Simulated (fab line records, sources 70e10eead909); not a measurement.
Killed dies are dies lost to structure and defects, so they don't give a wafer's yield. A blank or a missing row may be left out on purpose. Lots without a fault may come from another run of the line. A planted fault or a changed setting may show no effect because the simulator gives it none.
Chamber matching | flow nand_harc | NHARC_A_STAIRCASE_TRIM_12 on rie_diel-09: 4 sister chambers
The step chemistry O2, time 211.2 s. 8 wafers are shown with their chamber, then 8 later ones without.

WAFERS WITH THEIR CHAMBER
wafer  | chamber | drypump_motor_current_A (A) | showerhead_plenum_p_Torr (Torr)
L859.1 | 1       | 4.7                         | 3.56
L859.6 | 2       | 6.1                         | 3.79
L862.4 | 0       | 6.0                         | 3.31
L862.6 | 2       | 6.2                         | 3.78
L863.2 | 3       | 6.4                         | 3.53
L863.5 | 0       | 6.0                         | 3.31
L863.6 | 1       | 4.7                         | 3.55
L866.3 | 3       | 6.5                         | 3.53

WAFERS WITHOUT THEIR CHAMBER
wafer  | drypump_motor_current_A (A) | showerhead_plenum_p_Torr (Torr)
L866.4 | 4.7                         | 3.55
L866.6 | 6.2                         | 3.78
L869.2 | 6.2                         | 3.78
L869.5 | 6.0                         | 3.30
L869.6 | 6.5                         | 3.53
L870.2 | 4.7                         | 3.54
L870.4 | 6.0                         | 3.30
L870.6 | 6.0                         | 3.30

WHICH CHAMBER EACH WENT THROUGH
wafer  | from the rows above | in truth
L866.4 | 1                   | 1
L866.6 | 2                   | 2
L869.2 | 2                   | 2
L869.5 | 0                   | 0
L869.6 | 3                   | 3
L870.2 | 1                   | 1
L870.4 | 0                   | 0
L870.6 | 0                   | 0
Placed correctly: 8 of 8. Can't be placed from these rows: 0. Placed wrongly: 0.
How it was worked out, from the rows above alone: a wafer's distance from a chamber is the root of the sum, over the readings, of the square of ((its reading less the chamber's mean) divided by the reading's scatter). The wafer belongs to the nearest chamber; if the next one is less than 2 further off, it can't be placed. A chamber's mean is the mean of its shown wafers. The scatter: the root of (the sum of the squares of (reading less its chamber's mean) over the shown wafers, divided by (wafers less chambers)).
